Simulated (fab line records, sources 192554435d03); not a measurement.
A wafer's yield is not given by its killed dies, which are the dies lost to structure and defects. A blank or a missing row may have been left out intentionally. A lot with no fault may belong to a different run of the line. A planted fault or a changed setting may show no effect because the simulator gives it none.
fab line records | flow n5Finfet | part 2 of 2: steps 4 to 6 of 6
record: lots: 24 | wafers: 72 | lastDay: 20
route steps=1938 shown HKMG_FIN@419 GATE_CUT@470
lots that met no fault: taken from a fault-free run of the same line
startH: hours from the record's first day to the start of the lot's first wafer shown | waitH: time in hours since the lot's previous step | " unchanged from the row above | L1.1+2: a row that stands for several wafers | - value missing, or start not given | * or withheld: withheld | < > ~ a bound
route shown NAME@n: NAME is a module with steps in the file, n the number in the route of the first one | usual: mean and standard deviation over wafers with no fault | same: alike in all rows | chamber/n: place in a boat | sites: the reading at each site | _std_site: standard deviation across them | _edge_site: the outer-site mean with the inner-site mean subtracted | radiusMm: how far each site lies from the wafer's centre | mask NAME#n: copy n | behind: tool/chamber where the wafer was last shaped | hold: why the lot went on hold/how many hours it stayed there/how the hold came to an end | device: whichever transistor did not switch (one of n, p or np) | end of line: the route-end tests of the same wafers | for a step that has no rows: nothing shown but its recipe | killed: dies that structure and defects cost at the first sort, which is not the same as the wafer's yield | map: a wafer's dies, x killed, . not, _ none there
set.NAME: the setting as run; set.NAME@STEP: as run at that earlier step | model.NAME: the simulator's own value behind a step, which no gauge read
the route's steps for a sample of lots (tables are steps, rows are wafers)
services: when a tool's chamber went out of use (startH, in hours from the record's first day, below 0 if earlier), for how many hours, and the reason
== steps ==
step: N5_GATE_CUT_CUT_ETCH_54
recipe: chemistry: Cl2/BCl3 | target: TiN | maskMaterial: SiO2 | targetDepthA: 967 | pressureMtorr: 10 | icpW: 1000 | biasW: 126 | Cl2_flow_sccm: 53.25 | bcl3FlowSccm: 21.75 | Ar_flow_sccm: 25 | ends: cleared
usual: chamberPressureMTorr: 10.000/0.0082 | drypumpMotorCurrentA: 5.5/0.63 | etchRfOnTimeS: 36.3/0.71 | oesProductAu: 0.70/0.11 | throttleValvePct: 22.19/0.17
lot.wafer | tool        | chamber | startH | waitH | chamberPressureMTorr | drypumpMotorCurrentA | etchRfOnTimeS | oesProductAu | rfHoursCounterH | throttleValvePct
L074.2    | rieMetal-02 | 0       | 84.30  | 0.0   | 10.015               | 4.8                  | 36.6          | 0.57         | 109             | 22.09
L074.3    | "           | 0       | "      | "     | 9.987                | 4.9                  | 36.2          | 0.57         | -               | 22.06
L074.4    | "           | 1       | "      | "     | 10.006               | 6.4                  | 35.7          | 0.88         | -               | 22.29
L075.1    | rieMetal-03 | 0       | 93.83  | 0.0   | 10.009               | 5.1                  | 35.4          | 0.76         | 28              | 22.46
L075.4    | "           | 0       | "      | "     | 10.004               | 5.1                  | 35.7          | 0.75         | -               | 22.48
L075.5    | "           | 1       | "      | "     | 9.987                | 6.0                  | 36.6          | 0.60         | -               | 22.08
L076.3    | rieMetal-02 | 0       | 101.45 | 0.0   | 10.003               | 4.8                  | 36.8          | 0.56         | -               | 22.09
L076.4    | "           | 1       | "      | "     | 9.997                | 6.4                  | 35.9          | 0.87         | -               | 22.32
L076.5    | "           | 0       | "      | "     | 9.993                | 4.9                  | 36.7          | 0.56         | -               | 22.10
L077.3    | rieMetal-03 | 0       | 108.28 | 0.0   | 10.005               | 5.1                  | 35.1          | 0.75         | -               | 22.47
L077.4    | "           | 1       | "      | "     | 9.986                | 6.0                  | 36.5          | 0.59         | -               | 22.08
L077.5    | "           | 1       | "      | "     | 10.012               | 6.0                  | 36.3          | 0.60         | -               | 22.09
L078.1    | rieMetal-03 | 1       | 109.56 | 0.0   | 9.993                | 6.0                  | 36.5          | 0.60         | 95              | 22.09
L078.3    | "           | 1       | "      | "     | 10.014               | 6.0                  | 36.7          | 0.59         | -               | 22.11
L078.5    | "           | 0       | "      | "     | 9.990                | 5.2                  | 35.4          | 0.76         | -               | 22.48
L079.3    | rieMetal-01 | 1       | 115.67 | 0.0   | 10.005               | 5.6                  | 36.9          | 0.74         | -               | 21.89
L079.4    | "           | 0       | "      | "     | 9.995                | 5.0                  | 35.1          | 0.80         | -               | 22.14
L079.6    | "           | 0       | "      | "     | 9.988                | 4.9                  | 35.3          | 0.80         | -               | 22.15
L080.2    | rieMetal-01 | 0       | 121.40 | 0.0   | 9.997                | 5.0                  | 35.1          | 0.80         | 17              | 22.13
L080.4    | "           | 1       | "      | "     | 10.000               | 5.7                  | 36.7          | 0.74         | -               | 21.89
L080.6    | "           | 1       | "      | "     | 10.002               | 5.6                  | 37.0          | 0.74         | -               | 21.91
L081.2    | rieMetal-01 | 1       | 130.70 | 0.0   | 9.996                | 5.6                  | 36.8          | 0.74         | 24              | 21.91
L081.3    | "           | 1       | "      | "     | 9.994                | 5.7                  | 36.9          | 0.74         | -               | 21.89
L081.5    | "           | 1       | "      | "     | 9.994                | 5.7                  | 36.6          | 0.74         | -               | 21.90
L082.1    | rieMetal-01 | 1       | 136.91 | 0.0   | 10.014               | 5.6                  | 37.2          | 0.73         | 25              | 21.91
L082.4    | "           | 0       | "      | "     | 10.011               | 4.9                  | 35.6          | 0.79         | -               | 22.15
L082.6    | "           | 0       | "      | "     | 9.988                | 4.9                  | 35.2          | 0.79         | -               | 22.14
L083.1    | rieMetal-02 | 0       | 144.00 | 0.0   | 9.995                | 4.8                  | 37.0          | 0.56         | 115             | 22.09
L083.2    | "           | 1       | "      | "     | 10.017               | 6.4                  | 35.5          | 0.84         | 10              | 22.33
L083.6    | "           | 1       | "      | "     | 9.998                | 6.4                  | 35.5          | 0.84         | -               | 22.30
L084.2    | rieMetal-02 | 1       | 146.39 | 0.0   | 10.013               | 6.4                  | 35.6          | 0.83         | 10              | 22.31
L084.4    | "           | 1       | "      | "     | 9.987                | 6.4                  | 35.6          | 0.83         | -               | 22.32
L084.5    | "           | 0       | "      | "     | 9.996                | 4.9                  | 37.2          | 0.55         | -               | 22.10
L085.1    | rieMetal-02 | 1       | 154.70 | 0.0   | 10.000               | 6.4                  | 36.0          | 0.82         | 12              | 22.32
L085.3    | "           | 0       | "      | "     | 10.001               | 4.8                  | 37.0          | 0.55         | -               | 22.11
L085.6    | "           | 0       | "      | "     | 9.988                | 4.8                  | 36.8          | 0.56         | -               | 22.09
L086.2    | rieMetal-02 | 1       | 157.18 | 0.0   | 9.995                | 6.4                  | 36.0          | 0.82         | 12              | 22.33
L086.3    | "           | 0       | "      | "     | 9.986                | 4.8                  | 36.5          | 0.56         | -               | 22.09
L086.4    | "           | 1       | "      | "     | 9.995                | 6.4                  | 35.9          | 0.82         | -               | 22.33
L087.3    | rieMetal-01 | 0       | 165.19 | 0.0   | 10.021               | 5.0                  | 35.0          | 0.78         | -               | 22.13
L087.4    | "           | 1       | "      | "     | 9.989                | 5.7                  | 37.4          | 0.71         | -               | 21.91
L087.5    | "           | 0       | "      | "     | 9.990                | 5.0                  | 35.4          | 0.78         | -               | 22.16
L088.3    | rieMetal-02 | 1       | 170.49 | 0.0   | 9.998                | 6.4                  | 36.0          | 0.81         | -               | 22.34
L088.5    | "           | 0       | "      | "     | 9.997                | 4.8                  | 37.2          | 0.55         | -               | 22.11
L088.6    | "           | 1       | "      | "     | 9.995                | 6.4                  | 36.3          | 0.81         | -               | 22.33
L089.1    | rieMetal-02 | 0       | 173.65 | 0.0   | 10.004               | 4.8                  | 37.1          | 0.55         | 119             | 22.10
L089.3    | "           | 1       | "      | "     | 9.991                | 6.4                  | 36.3          | 0.81         | -               | 22.34
L089.4    | "           | 0       | "      | "     | 10.007               | 4.8                  | 37.1          | 0.55         | -               | 22.10
L090.1    | rieMetal-03 | 0       | 180.35 | 0.0   | 10.001               | 5.2                  | 35.6          | 0.75         | 33              | 22.47
L090.2    | "           | 1       | "      | "     | 10.003               | 6.0                  | 36.9          | 0.59         | 101             | 22.11
L090.6    | "           | 0       | "      | "     | 10.004               | 5.1                  | 35.4          | 0.75         | -               | 22.48
L091.3    | rieMetal-02 | 0       | 185.93 | 0.0   | 9.996                | 4.9                  | 37.4          | 0.55         | -               | 22.13
L091.4    | "           | 1       | "      | "     | 9.999                | 6.3                  | 36.2          | 0.81         | -               | 22.35
L091.5    | "           | 1       | "      | "     | 9.994                | 6.4                  | 36.2          | 0.81         | -               | 22.33
L092.1    | rieMetal-02 | 0       | 192.26 | 0.0   | 9.998                | 4.9                  | 37.0          | 0.55         | 120             | 22.12
L092.3    | "           | 1       | "      | "     | 10.003               | 6.4                  | 35.9          | 0.81         | -               | 22.34
L092.6    | "           | 0       | "      | "     | 9.998                | 4.9                  | 36.8          | 0.55         | -               | 22.11
L093.3    | rieMetal-03 | 1       | 197.83 | 0.0   | 10.017               | 6.0                  | 36.8          | 0.58         | -               | 22.11
L093.5    | "           | 1       | "      | "     | 9.998                | 6.0                  | 36.3          | 0.59         | -               | 22.11
L093.6    | "           | 0       | "      | "     | 10.006               | 5.1                  | 35.5          | 0.74         | -               | 22.48
L094.2    | rieMetal-03 | 0       | 206.36 | 0.0   | 10.000               | 5.1                  | 36.1          | 0.73         | 35              | 22.49
L094.3    | "           | 1       | "      | "     | 9.996                | 6.0                  | 37.3          | 0.57         | -               | 22.12
L094.6    | "           | 0       | "      | "     | 10.018               | 5.1                  | 35.8          | 0.73         | -               | 22.50
L095.1    | rieMetal-02 | 1       | 209.18 | 0.0   | 10.006               | 6.4                  | 36.4          | 0.80         | 16              | 22.35
L095.2    | "           | 0       | "      | "     | 10.008               | 4.8                  | 37.2          | 0.55         | 122             | 22.13
L095.3    | "           | 1       | "      | "     | 10.006               | 6.4                  | 36.1          | 0.80         | -               | 22.34
L096.1    | rieMetal-02 | 1       | 215.12 | 0.0   | 9.992                | 6.3                  | 36.1          | 0.79         | 17              | 22.33
L096.2    | "           | 0       | "      | "     | 10.006               | 4.8                  | 36.9          | 0.54         | 123             | 22.12
L096.4    | "           | 0       | "      | "     | 10.001               | 4.9                  | 36.7          | 0.55         | -               | 22.12
L097.3    | rieMetal-02 | 0       | 220.69 | 0.0   | 10.005               | 4.8                  | 37.1          | 0.55         | -               | 22.12
L097.5    | "           | 1       | "      | "     | 9.998                | 6.4                  | 36.2          | 0.79         | -               | 22.33
L097.6    | "           | 0       | "      | "     | 9.995                | 4.9                  | 37.0          | 0.54         | -               | 22.13
step: N5_GATE_CUT_VAPOR_ETCH_51
recipe: chemistry: BCl3/Cl2 | target: HfO2 | mode: isotropic
usual: drypumpMotorCurrentA: 5.5/0.63 | oesProductAu: 0.77/0.13
lot.wafer | tool        | chamber | startH | waitH | drypumpMotorCurrentA | oesProductAu
L074.2    | rieMetal-02 | 0       | 84.48  | 0.0   | 4.8                  | 0.62
L074.3    | "           | 0       | "      | "     | 4.8                  | 0.62
L074.4    | "           | 1       | "      | "     | 6.3                  | 0.96
L075.1    | rieMetal-03 | 0       | 94.01  | 0.0   | 5.1                  | 0.84
L075.4    | "           | 0       | "      | "     | 5.1                  | 0.84
L075.5    | "           | 1       | "      | "     | 6.0                  | 0.65
L076.3    | rieMetal-02 | 0       | 101.62 | 0.0   | 4.9                  | 0.62
L076.4    | "           | 1       | "      | "     | 6.4                  | 0.95
L076.5    | "           | 0       | "      | "     | 4.9                  | 0.62
L077.3    | rieMetal-03 | 0       | 108.45 | 0.0   | 5.2                  | 0.84
L077.4    | "           | 1       | "      | "     | 6.0                  | 0.65
L077.5    | "           | 1       | "      | "     | 6.0                  | 0.65
L078.1    | rieMetal-03 | 1       | 109.74 | 0.0   | 6.0                  | 0.65
L078.3    | "           | 1       | "      | "     | 6.0                  | 0.65
L078.5    | "           | 0       | "      | "     | 5.2                  | 0.82
L079.3    | rieMetal-01 | 1       | 115.84 | 0.0   | 5.7                  | 0.83
L079.4    | "           | 0       | "      | "     | 5.0                  | 0.86
L079.6    | "           | 0       | "      | "     | 5.0                  | 0.86
L080.2    | rieMetal-01 | 0       | 121.58 | 0.0   | 4.9                  | 0.85
L080.4    | "           | 1       | "      | "     | 5.6                  | 0.83
L080.6    | "           | 1       | "      | "     | 5.6                  | 0.83
L081.2    | rieMetal-01 | 1       | 130.88 | 0.0   | 5.7                  | 0.82
L081.3    | "           | 1       | "      | "     | 5.7                  | 0.83
L081.5    | "           | 1       | "      | "     | 5.7                  | 0.83
L082.1    | rieMetal-01 | 1       | 137.09 | 0.0   | 5.6                  | 0.83
L082.4    | "           | 0       | "      | "     | 5.0                  | 0.85
L082.6    | "           | 0       | "      | "     | 5.0                  | 0.86
L083.1    | rieMetal-02 | 0       | 144.18 | 0.0   | 4.8                  | 0.61
L083.2    | "           | 1       | "      | "     | 6.4                  | 0.92
L083.6    | "           | 1       | "      | "     | 6.3                  | 0.92
L084.2    | rieMetal-02 | 1       | 146.57 | 0.0   | 6.4                  | 0.92
L084.4    | "           | 1       | "      | "     | 6.4                  | 0.91
L084.5    | "           | 0       | "      | "     | 4.8                  | 0.62
L085.1    | rieMetal-02 | 1       | 154.88 | 0.0   | 6.4                  | 0.90
L085.3    | "           | 0       | "      | "     | 4.8                  | 0.60
L085.6    | "           | 0       | "      | "     | 4.9                  | 0.60
L086.2    | rieMetal-02 | 1       | 157.36 | 0.0   | 6.4                  | 0.90
L086.3    | "           | 0       | "      | "     | 4.8                  | 0.60
L086.4    | "           | 1       | "      | "     | 6.3                  | 0.89
L087.3    | rieMetal-01 | 0       | 165.36 | 0.0   | 5.0                  | 0.85
L087.4    | "           | 1       | "      | "     | 5.6                  | 0.81
L087.5    | "           | 0       | "      | "     | 4.9                  | 0.84
L088.3    | rieMetal-02 | 1       | 170.66 | 0.0   | 6.4                  | 0.89
L088.5    | "           | 0       | "      | "     | 4.9                  | 0.61
L088.6    | "           | 1       | "      | "     | 6.4                  | 0.90
L089.1    | rieMetal-02 | 0       | 173.83 | 0.0   | 4.9                  | 0.60
L089.3    | "           | 1       | "      | "     | 6.4                  | 0.89
L089.4    | "           | 0       | "      | "     | 4.9                  | 0.60
L090.1    | rieMetal-03 | 0       | 180.53 | 0.0   | 5.1                  | 0.82
L090.2    | "           | 1       | "      | "     | 6.0                  | 0.64
L090.6    | "           | 0       | "      | "     | 5.1                  | 0.82
L091.3    | rieMetal-02 | 0       | 186.10 | 0.0   | 4.8                  | 0.60
L091.4    | "           | 1       | "      | "     | 6.4                  | 0.88
L091.5    | "           | 1       | "      | "     | 6.4                  | 0.89
L092.1    | rieMetal-02 | 0       | 192.44 | 0.0   | 4.8                  | 0.60
L092.3    | "           | 1       | "      | "     | 6.3                  | 0.88
L092.6    | "           | 0       | "      | "     | 4.9                  | 0.59
L093.3    | rieMetal-03 | 1       | 198.00 | 0.0   | 6.0                  | 0.64
L093.5    | "           | 1       | "      | "     | 6.0                  | 0.63
L093.6    | "           | 0       | "      | "     | 5.1                  | 0.81
L094.2    | rieMetal-03 | 0       | 206.54 | 0.0   | 5.1                  | 0.81
L094.3    | "           | 1       | "      | "     | 6.0                  | 0.63
L094.6    | "           | 0       | "      | "     | 5.1                  | 0.81
L095.1    | rieMetal-02 | 1       | 209.36 | 0.0   | 6.3                  | 0.87
L095.2    | "           | 0       | "      | "     | 4.9                  | 0.60
L095.3    | "           | 1       | "      | "     | 6.4                  | 0.88
L096.1    | rieMetal-02 | 1       | 215.30 | 0.0   | 6.4                  | 0.88
L096.2    | "           | 0       | "      | "     | 4.8                  | 0.60
L096.4    | "           | 0       | "      | "     | 4.9                  | 0.60
L097.3    | rieMetal-02 | 0       | 220.86 | 0.0   | 4.8                  | 0.60
L097.5    | "           | 1       | "      | "     | 6.4                  | 0.87
L097.6    | "           | 0       | "      | "     | 4.8                  | 0.60
step: N5_GATE_CUT_CMP_23
recipe: stopOn: SiO2 | tOverpolishS: 23.4 | postCmpClean: alkalineBrush | downForcePsi: 2.5 | platenRpm: 51.8 | padVelocityMS: 1.0307 | targetThkNm: 16
usual: motorCurrentA: 9.3/1.1 | overpolishRunS: 23.400/0.0099 | timeToEndpointS: 18.9/2.1
lot.wafer | tool   | chamber | startH | waitH | motorCurrentA | overpolishRunS | timeToEndpointS
L074.4    | cmp-01 | 1       | 86.55  | 0.8   | 7.7           | 23.386         | 18.4
L074.3    | "      | 2       | "      | "     | 10.9          | 23.401         | 22.2
L074.2    | "      | 3       | "      | "     | 8.5           | 23.400         | 19.0
L075.1    | cmp-04 | 1       | 95.84  | 0.8   | 7.6           | 23.428         | 21.8
L075.4    | "      | 3       | "      | "     | 10.6          | 23.400         | 20.5
L075.5    | "      | 1       | "      | "     | 7.8           | 23.383         | 22.8
L076.3    | cmp-02 | 2       | 103.68 | 0.8   | 10.1          | 23.418         | 20.4
L076.4    | "      | 0       | "      | "     | 11.1          | 23.406         | 20.4
L076.5    | "      | 3       | "      | "     | 10.4          | 23.396         | 19.8
L077.4    | cmp-01 | 3       | 110.13 | 0.0   | 8.1           | 23.395         | 22.3
L077.3    | "      | 0       | "      | "     | 10.6          | 23.392         | 17.2
L077.5    | "      | 3       | "      | "     | 8.6           | 23.386         | 17.5
L078.1    | cmp-04 | 3       | 111.43 | 0.8   | 10.5          | 23.406         | 22.0
L078.3    | "      | 2       | "      | "     | 9.2           | 23.397         | 22.7
L078.5    | "      | 3       | "      | "     | 10.7          | 23.410         | 22.5
L079.3    | cmp-04 | 3       | 117.54 | 0.8   | 10.9          | 23.406         | 19.5
L079.4    | "      | 2       | "      | "     | 9.5           | 23.403         | 19.6
L079.6    | "      | 3       | "      | "     | 10.3          | 23.402         | 19.3
L080.4    | cmp-04 | 0       | 123.76 | 0.1   | 8.4           | 23.404         | 20.0
L080.2    | "      | 1       | "      | "     | 7.3           | 23.390         | 16.6
L080.6    | "      | 3       | "      | "     | 10.6          | 23.395         | 18.1
L081.3    | cmp-02 | 2       | 132.66 | 0.8   | 9.6           | 23.396         | 17.9
L081.2    | "      | 0       | "      | "     | 11.0          | 23.403         | 18.2
L081.5    | "      | 1       | "      | "     | 8.5           | 23.400         | 17.9
L082.4    | cmp-02 | 3       | 138.87 | 0.1   | 10.2          | 23.395         | 17.9
L082.1    | "      | 1       | "      | "     | 9.1           | 23.397         | 18.3
L082.6    | "      | 3       | "      | "     | 10.1          | 23.428         | 20.0
L083.1    | cmp-04 | 3       | 146.42 | 0.8   | 10.6          | 23.382         | 18.4
L083.2    | "      | 2       | "      | "     | 9.7           | 23.405         | 19.1
L083.6    | "      | 3       | "      | "     | 10.5          | 23.410         | 20.5
L084.2    | cmp-04 | 2       | 148.27 | 0.8   | 9.2           | 23.403         | 22.0
L084.4    | "      | 3       | "      | "     | 10.7          | 23.387         | 20.3
L084.5    | "      | 2       | "      | "     | 9.0           | 23.400         | 19.7
L085.1    | cmp-02 | 0       | 157.10 | 0.8   | 10.8          | 23.401         | 19.0
L085.3    | "      | 1       | "      | "     | 8.9           | 23.389         | 17.9
L085.6    | "      | 1       | "      | "     | 9.6           | 23.393         | 18.4
L086.4    | cmp-01 | 0       | 159.05 | 0.8   | 10.5          | 23.401         | 14.3
L086.3    | "      | 2       | "      | "     | 10.9          | 23.412         | 18.6
L086.2    | "      | 3       | "      | "     | 8.4           | 23.404         | 16.0
L087.4    | cmp-02 | 1       | 167.08 | 0.8   | 9.0           | 23.400         | 18.5
L087.3    | "      | 3       | "      | "     | 10.1          | 23.398         | 19.3
L087.5    | "      | 1       | "      | "     | 9.5           | 23.401         | 17.6
L088.3    | cmp-04 | 0       | 172.34 | 0.8   | 9.0           | 23.386         | 15.8
L088.5    | "      | 0       | "      | "     | 8.4           | 23.418         | 19.6
L088.6    | "      | 1       | "      | "     | 7.6           | 23.398         | 16.3
L089.1    | cmp-04 | 0       | 175.78 | 0.8   | 8.7           | 23.394         | 15.6
L089.4    | "      | 2       | "      | "     | 8.8           | 23.409         | 17.5
L089.3    | "      | 3       | "      | "     | 10.6          | 23.410         | 16.7
L090.2    | cmp-04 | 0       | 182.23 | 0.8   | 8.5           | 23.406         | 18.4
L090.1    | "      | 3       | "      | "     | 11.0          | 23.415         | 16.9
L090.6    | "      | 0       | "      | "     | 8.6           | 23.392         | 19.8
L091.3    | cmp-02 | 3       | 188.06 | 0.8   | 10.2          | 23.394         | 19.5
L091.4    | "      | 0       | "      | "     | 10.9          | 23.393         | 19.7
L091.5    | "      | 1       | "      | "     | 9.0           | 23.394         | 17.0
L092.3    | cmp-04 | 1       | 194.17 | 0.8   | 7.7           | 23.392         | 19.9
L092.1    | "      | 3       | "      | "     | 10.7          | 23.381         | 21.1
L092.6    | "      | 1       | "      | "     | 7.8           | 23.408         | 16.5
L093.3    | cmp-02 | 0       | 199.82 | 0.8   | 10.9          | 23.403         | 17.4
L093.5    | "      | 3       | "      | "     | 10.7          | 23.407         | 18.2
L093.6    | "      | 0       | "      | "     | 11.2          | 23.404         | 18.9
L094.3    | cmp-04 | 2       | 208.32 | 0.8   | 9.2           | 23.373         | 18.2
L094.2    | "      | 3       | "      | "     | 10.3          | 23.400         | 17.8
L094.6    | "      | 0       | "      | "     | 8.5           | 23.409         | 16.8
L095.2    | cmp-01 | 0       | 211.15 | 0.8   | 10.1          | 23.399         | 13.3
L095.1    | "      | 1       | "      | "     | 7.6           | 23.400         | 16.6
L095.3    | "      | 3       | "      | "     | 8.2           | 23.389         | 16.8
L096.2    | cmp-01 | 1       | 217.05 | 0.8   | 7.5           | 23.391         | 17.8
L096.1    | "      | 2       | "      | "     | 10.7          | 23.403         | 21.1
L096.4    | "      | 3       | "      | "     | 8.5           | 23.384         | 17.8
L097.3    | cmp-02 | 1       | 222.66 | 0.9   | 8.9           | 23.418         | 20.1
L097.5    | "      | 2       | "      | "     | 9.3           | 23.411         | 19.4
L097.6    | "      | 3       | "      | "     | 10.0          | 23.400         | 20.2
== services ==
tool        | chamber | startH | hours | kind
cmp-01      | -       | 57.06  | 1.1   | repair
cmp-01      | -       | 63.07  | 4.0   | pm
cmp-04      | -       | 66.13  | 3.9   | repair
cmp-01      | -       | 68.71  | 1.8   | repair
cmp-03      | -       | 75.73  | 4.0   | pm
rieDiel-05  | 1       | 80.42  | 9.3   | repair
cmp-03      | -       | 83.08  | 5.4   | pm
cmp-02      | -       | 93.51  | 5.2   | pm
rieDiel-04  | 2       | 105.37 | 13.3  | repair
cmp-04      | -       | 108.72 | 1.5   | repair
aldMetal-01 | 2       | 109.38 | 21.7  | repair
cmp-04      | -       | 113.44 | 0.4   | repair
aldMetal-02 | 0       | 120.58 | 4.2   | repair
rieMetal-03 | -       | 132.29 | 15.6  | pm
aldMetal-01 | -       | 139.11 | 0.6   | repair
cmp-01      | -       | 141.47 | 0.4   | repair
rieMetal-03 | 0       | 148.66 | 21.8  | repair
cmp-04      | -       | 150.34 | 4.0   | pm
cmp-04      | -       | 161.70 | 6.2   | pm
cmp-04      | -       | 173.15 | 0.2   | repair
cmp-03      | -       | 177.04 | 1.1   | repair
cmp-03      | -       | 183.75 | 0.2   | repair
rieMetal-02 | 1       | 199.28 | 6.9   | repair
aldMetal-02 | 3       | 215.35 | 28.4  | repair
